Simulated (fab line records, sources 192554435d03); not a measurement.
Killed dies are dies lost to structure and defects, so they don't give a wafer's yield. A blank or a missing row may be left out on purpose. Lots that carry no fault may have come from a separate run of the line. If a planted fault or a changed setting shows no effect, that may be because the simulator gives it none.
Chamber matching ; flow n5-finfet ; N5_BEOL_M5_DEP_56 on pecvd-04: 3 sister chambers
The step deposits SiCN from 3MS/NH3, target thk 8 nm, time 14 s. 16 wafers are shown with their chamber, then 8 later ones without.

WAFERS PAIRED WITH THEIR CHAMBERS
wafer;chamber;showerhead-plenum-p-Torr (Torr);throttle-valve-pct (%);rf-fwd-power-W (W)
L074.1;0;3.647;8.8;199.2
L074.4;2;3.679;9.1;199.4
L074.5;0;3.652;8.9;199.8
L075.2;1;3.641;9.3;200.1
L075.4;0;3.651;8.6;199.3
L075.6;1;3.634;9.2;199.8
L076.1;2;3.680;9.2;199.2
L076.2;1;3.648;9.1;199.5
L076.4;1;3.642;9.3;198.6
L080.3;0;3.654;8.6;198.7
L080.5;0;3.664;8.9;199.1
L080.6;1;3.634;9.2;199.7
L081.2;1;3.643;9.4;200.3
L081.3;1;3.633;9.0;200.5
L081.4;0;3.647;8.8;198.5
L084.2;1;3.637;8.8;200.0

SIGNATURES, as means of the wafers listed above
reading;chamber 0;chamber 1;chamber 2;scatter within a chamber
showerhead-plenum-p-Torr;3.65250;3.63900;3.67950;0.00553
throttle-valve-pct;8.767;9.162;9.150;0.166
rf-fwd-power-W;199.100;199.812;199.300;0.518
Rule: for each reading, subtract the chamber's mean from the wafer's reading, divide by that reading's scatter and square the result; add these up over the readings and take the root, which gives the wafer's distance from the chamber. The wafer belongs to the nearest chamber; if the next one is less than 2 further off, it can't be placed. How the scatter is found: for the shown wafers, subtract from each reading the mean of its chamber, square and add these, divide the total by (wafers less chambers), then take the root.

WAFERS WHOSE CHAMBER IS MISSING
wafer;showerhead-plenum-p-Torr (Torr);throttle-valve-pct (%);rf-fwd-power-W (W)
L084.4;3.658;8.8;200.4
L084.5;3.646;9.1;198.6
L090.1;3.638;9.2;199.6
L090.3;3.645;9.2;199.7
L090.4;3.678;7.8;199.0
L091.2;3.643;9.3;200.2
L091.5;3.645;9.3;199.7
L091.6;3.655;8.7;198.8

EACH ONE'S CHAMBER
wafer;from the rows above;in truth
L084.4;can't be placed: 0 or 1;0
L084.5;can't be placed: 0 or 1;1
L090.1;1;1
L090.3;1;1
L090.4;can't be placed: 0 or 2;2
L091.2;1;1
L091.5;1;1
L091.6;0;0
Correctly placed: 5 of 8. Unplaceable from these rows: 3, with the true chamber sitting among the candidates in 3. Number placed wrongly: 0.
